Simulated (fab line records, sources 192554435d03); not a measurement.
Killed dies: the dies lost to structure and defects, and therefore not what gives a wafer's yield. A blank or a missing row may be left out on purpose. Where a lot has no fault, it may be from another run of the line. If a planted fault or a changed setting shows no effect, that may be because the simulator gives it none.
Split-lot trial :: flow n5Finfet :: 21 wafers read across 7 lots, on a route 1938 steps long

== ON THE SPLIT ==
At N5_MOL_CONTACT_COAG_COAT_76 (time 60 s, resist thk 10 nm), the setting spinRpm was moved away from the recipe's 1500 rpm on 6 of the 21 wafers read, by -9.6% to +4.5%. The other wafers ran this setting at the recipe's value.

== FROM THE SPLIT TO THE READING: what the file shows between them, 7 steps ==
- N5_MOL_CONTACT_COAG_COAT_77: time 60 s, resist thk 10 nm
- N5_MOL_CONTACT_COAG_COAT_78: resist thk 40 nm
- N5_MOL_CONTACT_COAG_DESCUM_88: chemistry O2, time 7 s
- N5_MOL_CONTACT_COAG_ETCH_89: etches underlayer in N2/H2, target depth 13 nm, time 10.4 s
- N5_MOL_CONTACT_COAG_ETCH_90: etches SiARC in CF4, target depth 13 nm, time 21.7 s
- N5_MOL_CONTACT_COAG_ALD_131: deposits SiO2, target thk 5 nm, pulse time 1 s, co reactant pulse time 1 s
- N5_MOL_CONTACT_COAG_ETCHBACK_132: etches SiO2 in CHF3, target depth 10 nm, time 6.7 s

== THE READING ==
SiARC_of_MOL_CONTACT_COAG_COAT_76.thkNm (the simulator's own value, which no gauge read), in nm, at N5_MOL_CONTACT_COAG_ETCH_91 (etches SOC in N2/H2, target depth 60 nm, overetch 21 nm, time 101.2 s). The file gives no usual value for it. Here, 15 wafers ran the recipe; their average is 5.8 nm with a standard deviation of 0.1 nm.

wafer: L075.1
tool, chamber at the split: lithoTrack-04, 0
spinRpm as run, rpm: 1500
against the recipe: recipe
SiARC_of_MOL_CONTACT_COAG_COAT_76.thkNm, nm: 5.8
against lot-mates on the recipe: -

wafer: L075.6
tool, chamber at the split: lithoTrack-04, 0
spinRpm as run, rpm: 1500
against the recipe: recipe
SiARC_of_MOL_CONTACT_COAG_COAT_76.thkNm, nm: 5.8
against lot-mates on the recipe: -

wafer: L075.2
tool, chamber at the split: lithoTrack-04, 0
spinRpm as run, rpm: 1555
against the recipe: +3.7%
SiARC_of_MOL_CONTACT_COAG_COAT_76.thkNm, nm: 5.6
against lot-mates on the recipe: -0.2

wafer: L083.1
tool, chamber at the split: lithoTrack-04, 0
spinRpm as run, rpm: 1500
against the recipe: recipe
SiARC_of_MOL_CONTACT_COAG_COAT_76.thkNm, nm: 5.8
against lot-mates on the recipe: -

wafer: L083.5
tool, chamber at the split: lithoTrack-04, 0
spinRpm as run, rpm: 1500
against the recipe: recipe
SiARC_of_MOL_CONTACT_COAG_COAT_76.thkNm, nm: 5.8
against lot-mates on the recipe: -

wafer: L083.3
tool, chamber at the split: lithoTrack-04, 0
spinRpm as run, rpm: 1440
against the recipe: -4.0%
SiARC_of_MOL_CONTACT_COAG_COAT_76.thkNm, nm: 6.2
against lot-mates on the recipe: +0.4

wafer: L091.1
tool, chamber at the split: lithoTrack-01, 0
spinRpm as run, rpm: 1500
against the recipe: recipe
SiARC_of_MOL_CONTACT_COAG_COAT_76.thkNm, nm: 6
against lot-mates on the recipe: -

wafer: L091.2
tool, chamber at the split: lithoTrack-01, 0
spinRpm as run, rpm: 1500
against the recipe: recipe
SiARC_of_MOL_CONTACT_COAG_COAT_76.thkNm, nm: 5.8
against lot-mates on the recipe: -

wafer: L091.3
tool, chamber at the split: lithoTrack-01, 0
spinRpm as run, rpm: 1500
against the recipe: recipe
SiARC_of_MOL_CONTACT_COAG_COAT_76.thkNm, nm: 5.8
against lot-mates on the recipe: -

wafer: L092.1
tool, chamber at the split: lithoTrack-04, 0
spinRpm as run, rpm: 1500
against the recipe: recipe
SiARC_of_MOL_CONTACT_COAG_COAT_76.thkNm, nm: 5.6
against lot-mates on the recipe: -

wafer: L092.3
tool, chamber at the split: lithoTrack-04, 0
spinRpm as run, rpm: 1500
against the recipe: recipe
SiARC_of_MOL_CONTACT_COAG_COAT_76.thkNm, nm: 5.8
against lot-mates on the recipe: -

wafer: L092.4
tool, chamber at the split: lithoTrack-04, 0
spinRpm as run, rpm: 1500
against the recipe: recipe
SiARC_of_MOL_CONTACT_COAG_COAT_76.thkNm, nm: 5.8
against lot-mates on the recipe: -

wafer: L095.3
tool, chamber at the split: lithoTrack-05, 0
spinRpm as run, rpm: 1568
against the recipe: +4.5%
SiARC_of_MOL_CONTACT_COAG_COAT_76.thkNm, nm: 5.6
against lot-mates on the recipe: -0.2

wafer: L095.4
tool, chamber at the split: lithoTrack-05, 0
spinRpm as run, rpm: 1568
against the recipe: +4.5%
SiARC_of_MOL_CONTACT_COAG_COAT_76.thkNm, nm: 5.6
against lot-mates on the recipe: -0.2

wafer: L095.5
tool, chamber at the split: lithoTrack-05, 0
spinRpm as run, rpm: 1500
against the recipe: recipe
SiARC_of_MOL_CONTACT_COAG_COAT_76.thkNm, nm: 5.8
against lot-mates on the recipe: -

wafer: L096.1
tool, chamber at the split: lithoTrack-01, 0
spinRpm as run, rpm: 1500
against the recipe: recipe
SiARC_of_MOL_CONTACT_COAG_COAT_76.thkNm, nm: 6
against lot-mates on the recipe: -

wafer: L096.4
tool, chamber at the split: lithoTrack-01, 0
spinRpm as run, rpm: 1500
against the recipe: recipe
SiARC_of_MOL_CONTACT_COAG_COAT_76.thkNm, nm: 5.8
against lot-mates on the recipe: -

wafer: L096.5
tool, chamber at the split: lithoTrack-01, 0
spinRpm as run, rpm: 1500
against the recipe: recipe
SiARC_of_MOL_CONTACT_COAG_COAT_76.thkNm, nm: 5.8
against lot-mates on the recipe: -

wafer: L097.1
tool, chamber at the split: lithoTrack-01, 0
spinRpm as run, rpm: 1500
against the recipe: recipe
SiARC_of_MOL_CONTACT_COAG_COAT_76.thkNm, nm: 6
against lot-mates on the recipe: -

wafer: L097.4
tool, chamber at the split: lithoTrack-01, 0
spinRpm as run, rpm: 1356
against the recipe: -9.6%
SiARC_of_MOL_CONTACT_COAG_COAT_76.thkNm, nm: 6.6
against lot-mates on the recipe: +0.6

wafer: L097.6
tool, chamber at the split: lithoTrack-01, 0
spinRpm as run, rpm: 1356
against the recipe: -9.6%
SiARC_of_MOL_CONTACT_COAG_COAT_76.thkNm, nm: 6.6
against lot-mates on the recipe: +0.6

THE FIT
A straight line over all 21 wafers: SiARC_of_MOL_CONTACT_COAG_COAT_76.thkNm changes by -0.0745 nm for each +1% of spinRpm; r = -0.94; the points scatter about the line by 0.097 nm.
The same after taking each lot's own level away (the mean of its wafers on the recipe; 21 wafers): -0.0608 nm for each +1%; r = -0.94; scatter 0.076 nm.
On that fit, the largest move of spinRpm shifts the reading by 0.58 nm.
Across the lots, their own levels run from 5.73 to 6.00 nm, a range of 2.7 times the standard deviation given above.
So the lot-to-lot level changes the slope: the two fits differ.
Check: for one of the wafers moved furthest among these (-9.6%), held out of the fit, the line's prediction against its lot-mates is +0.601 nm. It came out at +0.6 nm against them.

== OTHER SPLITS APPLIED TO THESE WAFERS ==
Other splits were also applied to these wafers ahead of the reading. Each is held against what the fit with the lots' levels taken away leaves over:
other split on the same wafers: N5_SDB_COAT_03 spinRpm
wafers away from the commonest value: 8
r with SiARC_of_MOL_CONTACT_COAG_COAT_76.thkNm (lot level and that fit taken away): +0.05

other split on the same wafers: N5_HKMG_FIN_PEB_10 pebTimeS
wafers away from the commonest value: 9
r with SiARC_of_MOL_CONTACT_COAG_COAT_76.thkNm (lot level and that fit taken away): +0.04

other split on the same wafers: N5_HKMG_FIN_ETCH_32 biasW
wafers away from the commonest value: 4
r with SiARC_of_MOL_CONTACT_COAG_COAT_76.thkNm (lot level and that fit taken away): +0.22

other split on the same wafers: N5_MOL_CONTACT_COAG_ETCH_105 biasW
wafers away from the commonest value: 7
r with SiARC_of_MOL_CONTACT_COAG_COAT_76.thkNm (lot level and that fit taken away): +0.21

other split on the same wafers: N5_MOL_CONTACT_COAG_CONTACT_ETCH_14 sourceW
wafers away from the commonest value: 5
r with SiARC_of_MOL_CONTACT_COAG_COAT_76.thkNm (lot level and that fit taken away): -0.15

other split on the same wafers: N5_MOL_CONTACT_COAG_ALD_123 aldCycles
wafers away from the commonest value: 8
r with SiARC_of_MOL_CONTACT_COAG_COAT_76.thkNm (lot level and that fit taken away): +0.17

== THE WHOLE CHAIN: every reading that the file lists as answering this split, in the file's order ==
step: N5_MOL_CONTACT_COAG_COAT_76
what it does: time 60 s, resist thk 10 nm
reading: SiARC_of_MOL_CONTACT_COAG_COAT_76.thkNm (the simulator's own value, which no gauge read)
change (the file's fit): -0.0577 nm for each +1% of the setting
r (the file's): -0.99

step: N5_MOL_CONTACT_COAG_ETCH_90
what it does: etches SiARC in CF4, target depth 13 nm, time 21.7 s
reading: etch.depthNm (the simulator's own value, which no gauge read)
change (the file's fit): -0.0493 nm for each +1% of the setting
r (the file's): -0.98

step: N5_MOL_CONTACT_COAG_ETCH_91
what it does: etches SOC in N2/H2, target depth 60 nm, overetch 21 nm, time 101.2 s
reading: SiARC_of_MOL_CONTACT_COAG_COAT_76.thkNm (the simulator's own value, which no gauge read)
change (the file's fit): -0.0633 nm for each +1% of the setting
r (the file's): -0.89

== FILE'S OWN FIT ==
SiARC_of_MOL_CONTACT_COAG_COAT_76.thkNm changes by -0.0633 nm for each +1% of spinRpm, r = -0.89.
